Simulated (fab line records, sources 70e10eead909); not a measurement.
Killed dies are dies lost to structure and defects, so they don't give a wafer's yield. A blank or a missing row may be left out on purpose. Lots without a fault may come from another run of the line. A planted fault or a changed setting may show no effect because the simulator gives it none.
Which tool did it? | flow nand_harc | 13 lots, 39 wafers sampled, at 5 steps of a route of 1159

WHAT THE GAUGES READ, wafer by wafer
NHARC_THIN_TSV_CD_MEAS_37.
lot  | measured     | on        | cd_nm (nm)
L203 | day 20 04:35 | cd_sem-01 | 5001.5 5000.7 5001.2
L202 | day 20 07:11 | cd_sem-03 | 5003.0 5000.3 4999.3
L205 | day 20 08:13 | cd_sem-03 | 4998.3 4999.4 4997.2
L209 | day 21 00:50 | cd_sem-03 | 5000.2 5000.8 4999.7
L208 | day 21 08:35 | cd_sem-03 | 5002.5 5003.3 5004.5
L211 | day 21 10:01 | cd_sem-03 | 5001.5 4999.9 5000.6
L210 | day 22 04:28 | cd_sem-03 | 5002.3 5001.6 4998.9
L215 | day 22 21:32 | cd_sem-01 | 5000.0 4999.6 4998.1
L219 | day 23 15:40 | cd_sem-02 | 4996.4 4998.1 4995.5
L213 | day 23 18:10 | cd_sem-03 | 5003.8 5003.3 5004.9
L217 | day 23 21:05 | cd_sem-02 | 5000.6 5001.4 5001.2
L220 | day 24 00:49 | cd_sem-02 | 5002.0 5003.0 5004.8
L222 | day 24 02:03 | cd_sem-02 | 5003.3 5004.1 5004.1

NHARC_END_SORT_01.
lot  | measured     | on        | defect_limited_yield (%) | killed_at_array | killed_at_other | killed_at_periphery | killed_dies | killed_open | killed_short | sort_bin_2_pct (%) | sort_bin_3_pct (%) | sort_bin_4_pct (%) | sort_n_pass | sort_rim_yield_pct (%) | sort_yield_pct (%)
L202 | day 21 01:56 | prober-01 | 97.5 97.6 98.1           | 14 14 9         | 1 0 1           | 2 2 3               | 17 16 13    | 2 4 1       | 2 2 3        | 0.4 0.6 0.7        | 0 0 0.15           | 2.1 1.8 1.0        | 660 661 664 | 97.2 94.3 96.2         | 97.5 97.6 98.1
L209 | day 21 10:04 | prober-02 | 95.3 94.2 94.5           | 30 34 32        | 1 1 0           | 1 4 5               | 32 39 37    | 2 1 3       | 0 0 2        | 1.9 1.8 1.5        | 0.44 0.15 0.59     | 2.4 3.8 3.4        | 645 638 640 | 100.0 99.1 96.2        | 95.3 94.2 94.5
L208 | day 21 17:29 | prober-01 | 94.7 96.3 95.0           | 31 23 26        | 1 1 3           | 4 1 5               | 36 25 34    | 4 4 3       | 4 4 3        | 1.6 1.2 1.9        | 0.44 0.15 0.59     | 3.2 2.4 2.5        | 641 652 643 | 98.1 96.2 93.4         | 94.7 96.3 95.0
L211 | day 21 19:28 | prober-02 | 94.5 93.2 93.1           | 35 42 44        | 0 0 1           | 2 4 2               | 37 46 47    | 2 3 2       | 3 4 0        | 1.9 2.1 2.8        | 0.15 0.30 0.59     | 3.4 4.4 3.5        | 640 631 630 | 97.2 98.1 98.1         | 94.5 93.2 93.1
L210 | day 22 13:37 | prober-01 | 94.4 95.7 94.7           | 36 26 32        | 1 0 0           | 1 3 4               | 38 29 36    | 5 2 3       | 4 1 3        | 2.7 1.5 2.2        | 0.30 0.15 0.15     | 2.7 2.7 3.0        | 639 648 641 | 95.3 94.3 95.3         | 94.4 95.7 94.7
L215 | day 23 04:33 | prober-02 | 97.2 97.6 97.6           | 8 12 9          | 1 0 0           | 10 4 7              | 19 16 16    | 2 3 3       | 1 2 0        | 1.3 0.4 0.7        | 0 0.30 0           | 1.5 1.6 1.6        | 658 661 661 | 99.1 98.1 95.3         | 97.2 97.6 97.6
L213 | day 24 00:34 | prober-02 | 18.8 16.1 17.1           | 549 564 559     | 0 0 0           | 1 4 2               | 550 568 561 | 1 4 0       | 3 4 2        | 39.0 36.0 35.9     | 7.68 9.31 8.12     | 34.6 38.6 38.8     | 127 109 116 | 20.8 18.9 12.3         | 18.8 16.1 17.1
L217 | day 24 15:25 | prober-02 | 18.9 16.2 19.4           | 549 566 544     | 0 0 0           | 0 1 2               | 549 567 546 | 1 3 1       | 1 1 1        | 32.1 33.7 38.1     | 8.27 7.98 8.27     | 40.8 42.1 34.3     | 128 110 131 | 24.5 14.2 19.8         | 18.9 16.2 19.4
L220 | day 24 16:15 | prober-01 | 18.2 18.3 20.1           | 551 550 538     | 0 0 0           | 3 3 3               | 554 553 541 | 1 1 0       | 1 0 1        | 36.6 36.9 36.0     | 8.27 8.71 5.76     | 36.9 36.0 38.1     | 123 124 136 | 13.2 17.0 20.8         | 18.2 18.3 20.1
L222 | day 24 23:17 | prober-01 | 95.0 94.7 95.3           | 24 32 27        | 3 1 1           | 7 3 4               | 34 36 32    | 0 1 5       | 0 0 0        | 1.8 0.7 2.1        | 0.30 0.74 0        | 3.0 3.8 2.7        | 643 641 645 | 99.1 94.3 96.2         | 95.0 94.7 95.3

WHICH TOOL RAN EACH LOT (tool, then ch and the chambers of the sampled wafers, then the start)
lot  | NHARC_A_BONDPAD_ECD_18         | NHARC_THIN_TSV_PRE_CLEAN_50             | NHARC_THIN_TSV_ANNEAL_52
L203 | ecd_cu-01 ch 0,1, day 19 05:11 | pvd_sputter-03, day 20 01:04 or earlier | rtp_anneal-01 ch 0, day 20 01:04
L202 | ecd_cu-02 ch 0,1, day 19 07:23 | pvd_sputter-02, day 20 03:08 or earlier | rtp_anneal-02 ch 0, day 20 03:08
L205 | ecd_cu-02 ch 0,1, day 19 07:44 | pvd_sputter-02, day 20 04:50 or earlier | rtp_anneal-01 ch 0, day 20 04:50
L209 | ecd_cu-02 ch 0,1, day 20 03:26 | pvd_sputter-02, day 20 21:25 or earlier | rtp_anneal-01 ch 0, day 20 21:25
L208 | ecd_cu-02 ch 0,1, day 20 08:32 | pvd_sputter-03, day 21 05:11 or earlier | rtp_anneal-02 ch 0, day 21 05:11
L211 | ecd_cu-02 ch 0,1, day 20 14:16 | pvd_sputter-02, day 21 06:22 or earlier | rtp_anneal-01 ch 0, day 21 06:22
L210 | ecd_cu-02 ch 0,1, day 21 04:39 | pvd_sputter-01, day 22 01:09 or earlier | rtp_anneal-01 ch 0, day 22 01:09
L215 | ecd_cu-02 ch 0,1, day 21 18:02 | pvd_sputter-03, day 22 18:18 or earlier | rtp_anneal-02 ch 0, day 22 18:18
L219 | ecd_cu-01 ch 0,1, day 22 15:58 | pvd_sputter-03, day 23 10:55 or earlier | rtp_anneal-02 ch 0, day 23 10:55
L213 | ecd_cu-02 ch 0, day 22 18:19   | pvd_sputter-02, day 23 12:40 or earlier | rtp_anneal-02 ch 0, day 23 12:40
L217 | ecd_cu-02 ch 0,1, day 22 21:14 | pvd_sputter-03, day 23 17:16 or earlier | rtp_anneal-01 ch 0, day 23 17:16
L220 | ecd_cu-02 ch 0,1, day 22 22:22 | pvd_sputter-03, day 23 21:28 or earlier | rtp_anneal-01 ch 0, day 23 21:28
L222 | ecd_cu-01 ch 0,1, day 23 03:31 | pvd_sputter-01, day 23 22:47 or earlier | rtp_anneal-02 ch 0, day 23 22:47
- NHARC_A_BONDPAD_ECD_18: material Cu, target thk 400 nm.
- NHARC_THIN_TSV_PRE_CLEAN_50: time 30 s.
- NHARC_THIN_TSV_ANNEAL_52: time 90 s.

WHAT THE TOOLS THEMSELVES READ (means of the sampled wafers that have a number; where no wafer has one, the mark that the record gives instead)
NHARC_A_BONDPAD_ECD_18.
lot  | tool      | bath_heat_duty_pct (%) | bath_temp_c (C)
L203 | ecd_cu-01 | 7.2                    | 24.98
L202 | ecd_cu-02 | 5.7                    | 25.06
L205 | ecd_cu-02 | 5.8                    | 25.00
L209 | ecd_cu-02 | 6.1                    | 25.03
L208 | ecd_cu-02 | 6.1                    | 25.00
L211 | ecd_cu-02 | 6.0                    | 25.01
L210 | ecd_cu-02 | 5.7                    | 25.02
L215 | ecd_cu-02 | 5.5                    | 24.93
L219 | ecd_cu-01 | 7.3                    | 24.98
L213 | ecd_cu-02 | 5.3                    | 25.05
L217 | ecd_cu-02 | 6.2                    | 24.96
L220 | ecd_cu-02 | 5.5                    | 25.16
L222 | ecd_cu-01 | 7.0                    | 24.86

NHARC_THIN_TSV_PRE_CLEAN_50.
lot  | tool           | heater_power_w (W) | susceptor_temp_C (C)
L203 | pvd_sputter-03 | 384                | 279.92
L202 | pvd_sputter-02 | 413                | 280.08
L205 | pvd_sputter-02 | 397                | 280.03
L209 | pvd_sputter-02 | 433                | 280.08
L208 | pvd_sputter-03 | 387                | 280.11
L211 | pvd_sputter-02 | 418                | 280.05
L210 | pvd_sputter-01 | 404                | 280.08
L215 | pvd_sputter-03 | 385                | 280.03
L219 | pvd_sputter-03 | 398                | 280.06
L213 | pvd_sputter-02 | 419                | 279.88
L217 | pvd_sputter-03 | 390                | 280.02
L220 | pvd_sputter-03 | 378                | 280.10
L222 | pvd_sputter-01 | 398                | 279.93

NHARC_THIN_TSV_ANNEAL_52.
lot  | tool          | wafer_temp_C_max
L203 | rtp_anneal-01 | 225.62
L202 | rtp_anneal-02 | 225.82
L205 | rtp_anneal-01 | 225.81
L209 | rtp_anneal-01 | 225.77
L208 | rtp_anneal-02 | 225.87
L211 | rtp_anneal-01 | 226.01
L210 | rtp_anneal-01 | 226.12
L215 | rtp_anneal-02 | 225.89
L219 | rtp_anneal-02 | 226.01
L213 | rtp_anneal-02 | 225.83
L217 | rtp_anneal-01 | 225.73
L220 | rtp_anneal-01 | 225.86
L222 | rtp_anneal-02 | 226.20

THE ANSWER, worked out from the rows above alone
Rule: what is usual is taken from the lots themselves. Put in order of their means at a reading, lots are off if they are a third of the lots or fewer, leave a main group of 4 or more, and stand apart from it by a gap of 3 or more times the standard deviation of the main group's means; of several such gaps the widest counts. A main group whose means are all the same, to the digits that the tables above print for the reading, isn't used. A lot without any number at a reading at which 4 lots or more have one is off too. The other lots that the step has rows for count as sound. The gauges are gone through in route order, then the tools' own readings, and for those a lot's mean is taken as printed above. The first step at which some lot is off is used, and at that step the reading that is off furthest; a lot without a number counts as furthest.
Off: L213, L217, L220, at NHARC_END_SORT_01 (sort_rim_yield_pct). The main group: mean 96.7 %, standard deviation 1.1. Neither off nor sound, because the step has no rows for them: L203, L205, L219.
A tool fits if, at a process step before that reading, it ran every lot that is off, and no sound lot after the first of them. The gauges at NHARC_END_SORT_01 are tried like those tools. NHARC_THIN_TSV_PRE_CLEAN_50 gives no start for some lots, so the hours and the order of its lots are those of NHARC_THIN_TSV_ANNEAL_52. One fits: ecd_cu-02 at NHARC_A_BONDPAD_ECD_18. Its last sound lot is L215 (day 21 18:02), its first lot that is off L213 (day 22 18:19): a fault that began between those two fits.

WHAT THE SIMULATOR HAD PUT IN
Chamber particle source: ecd_cu-02, from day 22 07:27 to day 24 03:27, at NHARC_A_BONDPAD_ECD_18. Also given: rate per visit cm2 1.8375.
Lots struck among those shown: L213, L217, L220. The rule above found the same.
